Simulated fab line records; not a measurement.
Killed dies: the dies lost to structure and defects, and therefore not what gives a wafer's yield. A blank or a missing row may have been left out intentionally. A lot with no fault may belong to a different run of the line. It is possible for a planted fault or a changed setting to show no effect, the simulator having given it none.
Matching of chambers | flow n5_finfet | pecvd-03 running N5_BEOL_M15_ILD_DEP_00: 3 sister chambers
The step deposits SiO2 from TEOS/O2, target thk 1629.3 nm, time 346.1 s. 6 wafers are shown with their chamber, then 7 later ones without.

WAFERS, EACH WITH ITS CHAMBER
wafer  | chamber | showerhead_plenum_p_Torr (Torr) | throttle_valve_pct (%)
L856.6 | 0       | 8.40                            | 18.3
L859.6 | 1       | 8.30                            | 19.8
L870.1 | 0       | 8.41                            | 18.5
L870.4 | 2       | 8.36                            | 18.2
L875.1 | 2       | 8.37                            | 18.3
L875.2 | 1       | 8.32                            | 19.3

WAFERS WHOSE CHAMBER IS MISSING
wafer  | showerhead_plenum_p_Torr (Torr) | throttle_valve_pct (%)
L875.4 | 8.35                            | 18.4
L874.2 | 8.36                            | 18.0
L874.4 | 8.32                            | 19.3
L874.5 | 8.41                            | 18.5
L876.4 | 8.36                            | 18.2
L876.5 | 8.31                            | 19.4
L876.6 | 8.38                            | 18.6

EACH ONE'S CHAMBER
wafer  | from the rows above     | in truth
L875.4 | 2                       | 2
L874.2 | 2                       | 2
L874.4 | 1                       | 1
L874.5 | 0                       | 0
L876.4 | 2                       | 2
L876.5 | 1                       | 1
L876.6 | can't be placed: 2 or 0 | 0
6 of 7 placed correctly. Can't be placed from these rows: 1 (the true chamber is among the candidates in 1). 0 placed wrongly.
How it was worked out, from the rows above alone: a wafer's distance from a chamber is the root of the sum, over the readings, of the square of ((its reading less the chamber's mean) divided by the reading's scatter). If the next closest chamber is less than 2 further off than the closest, the wafer can't be placed; otherwise it belongs to the closest. A chamber's mean is the mean of its shown wafers. The scatter: the root of (the sum of the squares of (reading less its chamber's mean) over the shown wafers, divided by (wafers less chambers)).
